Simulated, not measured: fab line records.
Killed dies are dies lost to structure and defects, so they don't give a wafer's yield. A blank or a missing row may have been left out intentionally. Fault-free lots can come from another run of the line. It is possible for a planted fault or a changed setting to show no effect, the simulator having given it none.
fab line records	flow n5-finfet
[record] lots = 4	wafers = 12	last-day = 15
route steps=1938 shown PMOS_HMC_CHANNEL_EPI@86 FIN_SAQP@90 BEOL_M4@1111 PASSIVATION@1936
lots that met no fault: taken from a fault-free run of the same line
start-h: start of the lot's first displayed wafer, in hours after the record's first day	wait-h: hours from the lot's prior step to this one	" identical to the entry in the row above	L1.1+2: one row covering several wafers at once	- no value, or no start given	* or withheld: withheld	< > ~ a bound
route shown NAME@n: names a module that has steps shown in the file, with the first one's number in the route	usual: mean/standard deviation taken from wafers without a fault	same: alike in all rows	chamber/n: place in a boat	sites: the reading at each site	_std_site: standard deviation of those values	_edge_site: inner sites' mean taken away from outer sites' mean	radius-mm: for every site, how far away it sits from the centre of the wafer	mask NAME#n: copy n	behind: tool/chamber where the wafer was last shaped	hold: cause of the lot's hold/its duration in hours/its outcome	device: whichever transistor did not switch (one of n, p or np)	end of line: the same wafers' tests at the end of the route	a step given without rows: its recipe and nothing more	killed: not the wafer's yield, but the dies lost to structure and defects at the first sort	map: a wafer's dies, x killed, . not, _ none there
set.NAME: the setting as run; set.NAME@STEP: as run at that earlier step	model.NAME: the simulator's own value behind a step, which no gauge read
lots at selected steps of the route; one table per step, one row per wafer
services: a tool's chamber out of use, with start hour (start-h, from the record's first day; less than 0 if before it), hours out, and reason
[[steps]]
[step N5_PMOS_HMC_CHANNEL_EPI_SRD_25]
[recipe] dry = ipa-marangoni	do-ppb = 5	time-s = 30	temp-c = 23	rinse-liquid = diw
[step N5_PMOS_HMC_CHANNEL_EPI_EPI_26]
[recipe] material = Si	target-thk-a = 38	temp-c = 650	precursor = SiH4/H2	pressure-torr = 20	time-s = 22.7
[step N5_FIN_SAQP_PRECLEAN_42]
[recipe] chemistry = O3/DIW	time-s = 60	temp-c = 22	o3-ppm = 10
[step N5_FIN_SAQP_PRECLEAN_00]
[recipe] chemistry = SC1	time-s = 60	temp-c = 55	mix = 1:2:50
[step N5_FIN_SAQP_PRECLEAN_44]
[recipe] chemistry = SC2	time-s = 45	temp-c = 35	mix = 1:1:50
[step N5_FIN_SAQP_SRD_01]
[recipe] dry = ipa-marangoni	time-s = 30	temp-c = 23	rinse-liquid = diw
[step N5_FIN_SAQP_ALD_61]
[recipe] material = SiO2	target-thk-a = 40	temp-c = 300	ald-precursor-family = BDEAS	ald-co-reactant = O2-plasma	pulse-time-s = 1	purge-time-s = 2	co-reactant-purge-time-s = 2	ald-cycles = 43	pressure-torr = 2
[step N5_FIN_SAQP_DENSIFY_62]
[recipe] temp-c = 700	time-s = 60	ambient = N2	idle-temp-c = 600	ramp-up-c-per-s = 150	ramp-down-c-per-s = 60	cool-to-c = 600
[step N5_FIN_SAQP_HM_DEP_03]
[recipe] material = SiNx	target-thk-a = 380	temp-c = 400	precursor = SiH4/NH3/N2	pressure-torr = 1.5	rf-w = 300	time-s = 33.6
[step N5_FIN_SAQP_PECVD_47]
[recipe] material = a-Si	target-thk-a = 450	temp-c = 400	precursor = SiH4/He	pressure-torr = 3	rf-w = 100	time-s = 36.3
[usual] heater-power-w = 841/76	run-length-s = 72.6/0.57	showerhead-plenum-p-Torr = 5.65/0.055	throttle-valve-pct = 18.6/1.1
lot.wafer	tool	chamber	start-h	wait-h	heater-power-w	run-length-s	showerhead-plenum-p-Torr	throttle-valve-pct	model.a-Si_of_FIN_SAQP_PECVD_47.thk-nm
L143.3	pecvd-02	0	27.44	0.0	1062	72.2	5.69	16.9	44.69
L143.4	"	1	"	"	864	73.2	5.69	19.1	45.73
L143.6	"	2	"	"	797	71.4	5.61	19.7	44.64
L151.1	pecvd-02	0	74.93	0.0	1044	72.2	5.68	17.1	45.36
L151.3	"	1	"	"	805	82.8	5.68	19.1	58.78
L151.4	"	2	"	"	689	82.1	5.62	19.4	58.6
L154.3	pecvd-02	1	93.19	0.0	752	83.1	5.68	19.1	59.16
L154.4	"	2	"	"	804	82.1	5.61	19.4	58.45
L154.5	"	0	"	"	1030	72.4	5.68	16.9	46.65
L157.2	pecvd-04	2	111.18	0.0	852	72.5	5.60	17.3	43.81
L157.3	"	1	"	"	758	73.8	5.73	18.9	44.46
L157.5	"	1	"	"	754	72.9	5.71	19.2	44.96
[step N5_FIN_SAQP_PECVD_48]
[recipe] material = SiNx	target-thk-a = 250	temp-c = 400	precursor = SiH4/NH3/N2	pressure-torr = 1.5	rf-w = 300	time-s = 22.1
[step N5_FIN_SAQP_PECVD_06]
[recipe] material = a-Si	target-thk-a = 600	temp-c = 400	precursor = SiH4/He	pressure-torr = 3	rf-w = 100	time-s = 48.1
[step N5_FIN_SAQP_HM_DEP_72]
[recipe] material = SiO2	target-thk-a = 120	temp-c = 400	precursor = SiH4/N2O	pressure-torr = 0.75	rf-w = 275	time-s = 7.2
[step N5_FIN_SAQP_COAT_49]
[recipe] resist = SOC	temp-c = 250	time-s = 60	spin-rpm = 1500	resist-thk-nm = 100
[step N5_FIN_SAQP_COAT_50]
[recipe] resist = SiARC	temp-c = 220	time-s = 60	spin-rpm = 1500	resist-thk-nm = 35
[step N5_FIN_SAQP_COAT_10]
[recipe] resist = CAR-ArF	spin-rpm = 1500	resist-thk-nm = 90
[step N5_FIN_SAQP_EBR_12]
[recipe] solvent = PGMEA	ebr-width-mm = 1.5
[step N5_FIN_SAQP_SOFTBAKE_11]
[recipe] temp-c = 110	time-s = 60	resist = CAR-ArF
[step N5_FIN_SAQP_EXPOSE_13]
[recipe] mask-id = FIN_CORE	na = 1.35	source-shape = dipole	sigma-inner = 0.538	sigma-outer = 0.738	polarization = te	target-cd-nm = 35.6	dose-mj = 63.25
[step N5_FIN_SAQP_PEB_14]
[recipe] peb-temp-c = withheld	peb-time-s = 60	resist = CAR-ArF
[step N5_FIN_SAQP_DEVELOP_15]
[recipe] develop-time-s = 30	developer = TMAH	resist = CAR-ArF	dev-temp-c = 23	rinse-liquid = diw	dry = air-spin
[step N5_FIN_SAQP_DESCUM_21]
[recipe] chemistry = O2	time-s = 7.9	source-power-w = 50	bias-power-w = 20	pressure-mtorr = 20	rf-frequency-hz = 2.712e+07	temp-c = 40	resist = CAR-ArF	o2-flow-sccm = 225
[step N5_FIN_SAQP_ETCH_51]
[recipe] chemistry = CF4	target = SiARC	target-depth-a = 455	mask-material = CAR-ArF	time-s = 75.8	ion-energy-ev = 80	pressure-mtorr = 40	source-w = 545	bias-w = 36	Ar_flow_sccm = 100	cf4-flow-sccm = 100	ends = cleared
[step N5_FIN_SAQP_ETCH_52]
[recipe] chemistry = N2/H2	target = SOC	target-depth-a = 1000	overetch-a = 200	mask-material = SiARC	temp-c = 40	time-s = 150	ion-energy-ev = 200	pressure-mtorr = 30	source-w = 840	bias-w = 150	n2-flow-sccm = 200	h2-flow-sccm = 200	ends = end-point
[step N5_FIN_SAQP_STRIP_53]
[recipe] chemistry = N2/H2	temp-c = 40	n2-flow-sccm = 200	h2-flow-sccm = 200	rf-frequency-hz = 6e+07
[step N5_FIN_SAQP_HM_OPEN_73]
[recipe] chemistry = CHF3/O2	target = SiO2	stop-on = a-Si	target-depth-a = 120	over-etch-frac = 1.8	mask-material = SOC	time-s = 16.8	pressure-mtorr = 30	source-w = 650	bias-w = 170	Ar_flow_sccm = 200	CHF3_flow_sccm = 50	O2_flow_sccm = 5	ion-energy-ev = 200	ends = end-point
[step N5_FIN_SAQP_STRIP_74]
[recipe] chemistry = CHF3/O2	resist = SiARC	rf-frequency-hz = 6e+07
[step N5_FIN_SAQP_MANDREL_ETCH_22]
[recipe] target-depth-a = 600	chemistry = HBr/Cl2	target = a-Si	stop-on = SiNx	bt-time-s = 10	over-etch-frac = 0.5	time-s = 30	pressure-mtorr = 10	icp-w = 800	bias-w = 75	HBr_flow_sccm = 150	Cl2_flow_sccm = 80	ends = end-point
[step N5_FIN_SAQP_STRIP_55]
[recipe] chemistry = N2/H2	power-w = 500	temp-c = 40	pressure-mtorr = 50	rf-frequency-hz = 6e+07	overash-fraction = 0.3	bias-power-w = 28	h2-frac = 0.5	n2-flow-sccm = 300	h2-flow-sccm = 300
[step N5_FIN_SAQP_STRIP_23]
[recipe] chemistry = SPM	time-s = 750	temp-c = 130	h2so4-h2o2-vol-ratio = 4
[step N5_FIN_SAQP_SRD_66]
[recipe] dry = ipa-marangoni	time-s = 30	temp-c = 23	rinse-liquid = diw
[step N5_FIN_SAQP_RECESS_75]
[recipe] chemistry = HF/NH3	target = SiO2	target-depth-a = 144	afs-cycles = 3	temp-c = 30	sublimation-temp-c = 180	sublimation-time-s = 60
[step N5_FIN_SAQP_SPACER1_ALD_24]
[recipe] material = SiO2	target-thk-a = 203	temp-c = 300	ald-precursor-family = BDEAS	ald-co-reactant = O2-plasma	pulse-time-s = 1	purge-time-s = 2	co-reactant-purge-time-s = 2	ald-cycles = 218	pressure-torr = 2
[step N5_FIN_SAQP_SPACER1_ETCHBACK_25]
[recipe] chemistry = CHF3/O2	mode = anisotropic-etchback	target = SiO2	target-depth-a = 244	time-s = 12.2	pressure-mtorr = 30	source-w = 650	bias-w = 170	Ar_flow_sccm = 200	CHF3_flow_sccm = 50	O2_flow_sccm = 5	ion-energy-ev = 200
[step N5_FIN_SAQP_MANDREL1_REMOVE_56]
[recipe] chemistry = HBr/Cl2/O2	bt-time-s = 10	target = a-Si	stop-on = SiNx	endpoint = OES-SiCl	over-etch-frac = 1	icp-w = 600	bias-w = 22	HBr_flow_sccm = 150	Cl2_flow_sccm = 80	O2_flow_sccm = 5	pressure-mtorr = 10
[step N5_FIN_SAQP_MANDREL_ETCH_58]
[recipe] chemistry = HBr/Cl2	target = a-Si	target-depth-a = 450	bt-time-s = 10	stop-on = SiNx	mask-material = SiO2	over-etch-frac = 0.8	time-s = 27	pressure-mtorr = 10	icp-w = 800	bias-w = 75	HBr_flow_sccm = 150	Cl2_flow_sccm = 80	ends = end-point
[usual] drypump-motor-current-A = 5.7/0.55	he-backside-leak-sccm = 2.8/0.32	oes-product-au = 0.696/0.012	throttle-valve-pct = 35.7/0.31
lot.wafer	tool	chamber	start-h	wait-h	drypump-motor-current-A	he-backside-leak-sccm	oes-product-au	rf-hours-counter-h	throttle-valve-pct	model.etch.depth-nm
L143.3	rie-si-06	3	30.26	0.0	5.5	2.8	0.686	77	35.3	44.69
L143.4	"	1	"	"	5.7	2.8	0.692	67	35.8	45.73
L143.6	"	2	"	"	5.2	2.7	0.701	-	35.7	44.64
L151.1	rie-si-01	2	78.41	0.0	5.3	3.1	0.710	2	35.2	45.36
L151.3	"	0	"	"	5.8	2.8	0.808	86	35.3	58.78
L151.4	"	3	"	"	6.0	2.7	0.797	4	35.6	58.6
L154.3	rie-si-06	0	96.89	0.0	5.6	2.9	0.828	23	35.8	59.16
L154.4	"	1	"	"	5.7	2.9	0.789	68	35.5	58.45
L154.5	"	0	"	"	5.6	3.0	0.723	-	36.0	46.65
L157.2	rie-si-01	0	114.00	0.0	5.8	2.7	0.682	87	35.6	43.81
L157.3	"	3	"	"	6.0	2.8	0.674	5	35.9	44.46
L157.5	"	2	"	"	5.3	3.2	0.707	-	35.2	44.96
[step N5_BEOL_M4_RC_MEAS_101]
[usual] DIBL_N = 36.1/2	DIBL_P = 36.3/2.4	IOFF_N = 0.15/0.035	IOFF_P = 0.21/0.039	ION_N = 672/15	ION_P = 463/9.7	SS_N = 71.5/0.7	SS_P = 73.2/0.75	VT_N = 251/3.6	VT_P = -250/3.8
lot.wafer	tool	chamber	start-h	wait-h	DIBL_N[mV/V]	DIBL_P[mV/V]	IOFF_N[nA/um]	IOFF_P[nA/um]	ION_N[uA/um]	ION_P[uA/um]	SS_N[mV/dec]	SS_P[mV/dec]	VT_N[mV]	VT_P[mV]
L143.3	prober-02	0	174.31	0.3	39.6	41.2	0.22	0.26	684	458	72.4	74.3	246	-251
L143.4	"	0	"	"	35.8	36.8	0.16	0.20	679	460	71.4	73.7	250	-252
L143.6	"	0	"	"	38.1	39.2	0.19	0.23	681	458	72.1	73.5	247	-251
L151.1	prober-02	0	221.81	0.0	33.9	32.0	0.11	0.17	651	458	71.1	72.3	255	-247
L151.3	"	0	"	"	34.9	33.6	0.13	0.21	666	465	70.6	72.7	254	-247
L151.4	"	0	"	"	33.7	32.1	0.11	0.19	639	456	70.9	72.5	258	-247
L154.3	prober-01	0	246.33	0.3	37.6	37.9	0.19	0.24	694	479	72.0	73.2	244	-249
L154.4	"	0	"	"	37.0	36.2	0.17	0.22	668	458	72.0	74.1	248	-248
L154.5	"	0	"	"	37.9	37.2	0.19	0.24	712	479	71.9	72.9	248	-249
L157.2	prober-01	0	264.07	0.2	37.5	37.4	0.18	0.27	688	476	72.2	73.8	248	-242
L157.3	"	0	"	"	33.1	33.3	0.13	0.20	684	474	70.5	72.5	252	-247
L157.5	"	0	"	"	34.8	34.1	0.14	0.22	680	476	72.0	72.7	251	-246
[step N5_PASSIVATION_PROBE_49]
[usual] defect-limited-yield = 91.1/1.6	killed_at_M0_to_M3 = 35/11	killed_at_M4_up = 13/5.4	killed-at-contacts = 13/6.5	killed-at-front-end = 40/14	killed-at-other = 4/3.1	killed-dies = 105/18	killed-on-rim = 14/4.1	killed-open = 69/14	killed-short = 34/7.3	sort_bin_5_function = 5.2/0.96	sort_bin_6_memory = 3.4/0.77	sort_bin_8_speed = 0.02/0.13	sort-n-pass = 1075/19	sort-yield-pct = 91.1/1.6
[same] gross-dies = 1180	killed-at-back-side = 0	sort_bin_4_leakage[%] = 0
lot.wafer	tool	chamber	start-h	wait-h	defect-limited-yield[%]	killed_at_M0_to_M3	killed_at_M4_up	killed-at-contacts	killed-at-front-end	killed-at-other	killed-dies	killed-on-rim	killed-open	killed-short	sort_bin_5_function[%]	sort_bin_6_memory[%]	sort_bin_8_speed[%]	sort-n-pass	sort-yield-pct[%]
L143.3	prober-02	-	285.42	0.2	89.7	61	9	7	43	2	122	14	75	40	5.7	4.2	0	1058	89.7
L143.4	prober-02	-	285.47	0.3	90.2	49	12	8	44	3	116	13	62	49	6.1	3.3	0	1064	90.2
L143.6	prober-02	-	285.57	0.4	89.1	52	14	13	41	9	129	17	79	46	5.6	4.8	0	1051	89.1
L151.1	prober-02	-	327.60	0.0	90.9	24	17	16	46	4	107	18	77	30	5.8	2.7	0	1073	90.9
L151.3	prober-02	-	327.70	0.1	93.1	15	14	18	33	1	81	10	50	30	4.6	2.1	0	1099	93.1
L151.4	prober-02	-	327.75	0.2	91.9	28	13	19	30	6	96	15	60	36	4.9	3.1	0.17	1082	91.7
L154.3	prober-02	-	357.30	0.1	92.5	24	18	9	36	2	89	13	61	27	4.8	2.5	0	1091	92.5
L154.4	prober-02	-	357.35	0.2	93.0	23	20	8	29	3	83	7	51	31	4.2	2.6	0	1097	93.0
L154.5	prober-02	-	357.40	0.2	89.4	33	21	6	63	2	125	21	72	50	6.1	3.6	0	1055	89.4
L157.2	prober-01	-	370.03	0.1	91.5	33	14	31	17	5	100	12	59	41	5.3	2.9	0	1080	91.5
L157.3	prober-01	-	370.08	0.1	91.2	42	7	15	28	12	104	6	67	31	5.5	2.8	0	1076	91.2
L157.5	prober-01	-	370.18	0.2	91.3	23	18	24	33	5	103	17	67	32	5.8	2.5	0	1077	91.3
// killed by level:class
L143.3 BEOL_M0_SAQP:geometric-particle:open=22 BEOL_M0_SAQP:geometric-particle:short=14 STI_FIN_REVEAL:geometric-particle:open=7 BEOL_M1:geometric-particle:open=7 BEOL_M1:geometric-particle:short=7 FIN_SAQP:geometric-particle:open=6 DUMMY_GATE:geometric-particle:open=6 MOL_CONTACT_COAG:geometric-particle:open=5
L143.4 BEOL_M0_SAQP:geometric-particle:short=16 BEOL_M0_SAQP:geometric-particle:open=12 FIN_SAQP:geometric-particle:open=8 GATE_CUT:geometric-particle:short=7 STI_FIN_REVEAL:geometric-particle:open=6 BEOL_M1:geometric-particle:open=5 BEOL_M2:geometric-particle:open=5 FIN_SAQP:geometric-particle:short=4
L143.6 BEOL_M0_SAQP:geometric-particle:short=12 BEOL_M1:geometric-particle:open=11 MOL_CONTACT_COAG:geometric-particle:open=10 BEOL_M0_SAQP:geometric-particle:open=10 STI_FIN_REVEAL:geometric-particle:open=8 GATE_CUT:geometric-particle:short=6 BEOL_M2:geometric-particle:open=6 FIN_SAQP:geometric-particle:open=5
L151.1 STI_FIN_REVEAL:geometric-particle:open=13 MOL_CONTACT_COAG:geometric-particle:open=13 BEOL_M0:geometric-particle:open=6 BEOL_M0_SAQP:geometric-particle:open=5 DUMMY_GATE:geometric-particle:open=4 GATE_CUT:geometric-particle:open=4 GATE_CUT:geometric-particle:short=4 BEOL_M0_SAQP:geometric-particle:short=4
L151.3 MOL_CONTACT_COAG:geometric-particle:open=14 BEOL_M4:geometric-particle:open=7 FIN_SAQP:geometric-particle:short=6 BEOL_M0_SAQP:geometric-particle:short=5 STI_FIN_REVEAL:geometric-particle:open=4 ILD0:geometric-particle:short=4 MOL_CONTACT_COAG:geometric-particle:short=4 STARTING-WAFER:geometric-particle:open=4
L151.4 MOL_CONTACT_COAG:geometric-particle:open=17 BEOL_M0_SAQP:geometric-particle:short=8 BEOL_M1:geometric-particle:open=7 DUMMY_GATE:geometric-particle:open=6 STI_FIN_REVEAL:geometric-particle:open=5 BEOL_M0_SAQP:geometric-particle:open=5 STARTING-WAFER:geometric-particle:short=5 FIN_SAQP:geometric-particle:short=4
L154.3 BEOL_M2:geometric-particle:open=11 BEOL_M4:geometric-particle:open=10 MOL_CONTACT_COAG:geometric-particle:open=8 FIN_SAQP:geometric-particle:open=7 FIN_SAQP:geometric-particle:short=7 STARTING-WAFER:geometric-particle:short=7 GATE_CUT:geometric-particle:short=5 BEOL_M3:geometric-particle:open=4
L154.4 FIN_SAQP:geometric-particle:short=10 BEOL_M4:geometric-particle:open=9 DUMMY_GATE:geometric-particle:open=7 BEOL_M2:geometric-particle:short=6 BEOL_M2:geometric-particle:open=6 MOL_CONTACT_COAG:geometric-particle:open=5 FIN_SAQP:geometric-particle:open=4 BEOL_M3:geometric-particle:open=4
L154.5 FIN_SAQP:geometric-particle:short=14 GATE_CUT:geometric-particle:short=9 BEOL_M2:geometric-particle:open=9 BEOL_M4:geometric-particle:open=9 STI_FIN_REVEAL:geometric-particle:open=7 FIN_SAQP:geometric-particle:open=6 BEOL_M4:geometric-particle:short=6 MOL_CONTACT_COAG:geometric-particle:open=6
L157.2 MOL_CONTACT_COAG:geometric-particle:short=16 MOL_CONTACT_COAG:geometric-particle:open=15 BEOL_M3:geometric-particle:open=12 BEOL_M0_SAQP:geometric-particle:short=7 FIN_SAQP:geometric-particle:short=6 BEOL_M5:geometric-particle:open=6 STI_FIN_REVEAL:geometric-particle:open=4 BEOL_M0_SAQP:geometric-particle:open=4
L157.3 MOL_CONTACT_COAG:geometric-particle:open=14 BEOL_M0_SAQP:geometric-particle:open=8 BEOL_M1:geometric-particle:open=8 BEOL_M2:geometric-particle:open=7 FIN_SAQP:geometric-particle:short=6 BEOL_M3:geometric-particle:open=6 MIM_TOP_ETCH:geometric-particle:open=6 FIN_SAQP:geometric-particle:open=4
L157.5 MOL_CONTACT_COAG:geometric-particle:open=22 FIN_SAQP:geometric-particle:short=12 BEOL_M4:geometric-particle:open=7 STI_FIN_REVEAL:geometric-particle:open=6 BEOL_M0_SAQP:geometric-particle:open=6 BEOL_M0_SAQP:geometric-particle:short=6 FIN_SAQP:geometric-particle:open=5 BEOL_M1:geometric-particle:open=5
[[services]]
tool	chamber	start-h	hours	kind
rie-si-06	0	9.92	10.5	repair
rie-si-01	-	26.61	0.3	repair
pecvd-04	0	32.75	15.6	repair
pecvd-04	-	41.80	2.6	repair
pecvd-02	0	47.52	5.6	repair
pecvd-02	-	53.43	14.6	pm
pecvd-02	-	71.86	0.6	repair
pecvd-02	2	98.91	5.5	scheduled-down
pecvd-04	-	102.10	2.8	pm
[[key]]
[first-sign] step = N5_FIN_SAQP_PECVD_47	reading = run-length-s	direction = up	sigmas = 17	usual = *	struck = *
[effect] step = N5_FIN_SAQP_MANDREL_ETCH_58	reading = oes-product-au	direction = up	sigmas = 9	usual = 0.696	struck = 0.805
[model-effect] step = N5_FIN_SAQP_PECVD_47	value = a-Si_of_FIN_SAQP_PECVD_47.thk-nm	without = 45.69	struck = 58.75
[model-effect] step = N5_FIN_SAQP_MANDREL_ETCH_58	value = etch.depth-nm	without = 45.69	struck = 58.75
met-at N5_FIN_SAQP_PECVD_47
struck-wafers L151.3,L151.4,L154.3,L154.4
onset-between 27.44 74.93
[fault] kind = process-parameter-drift	tool = pecvd-02	chamber = -	onset-h = 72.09	steps = N5_FIN_SAQP_PECVD_47	channel = time-s	offset = *	shape = step	end-h = 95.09	scope = struck-wafers-only	acts-in = *	stated = *
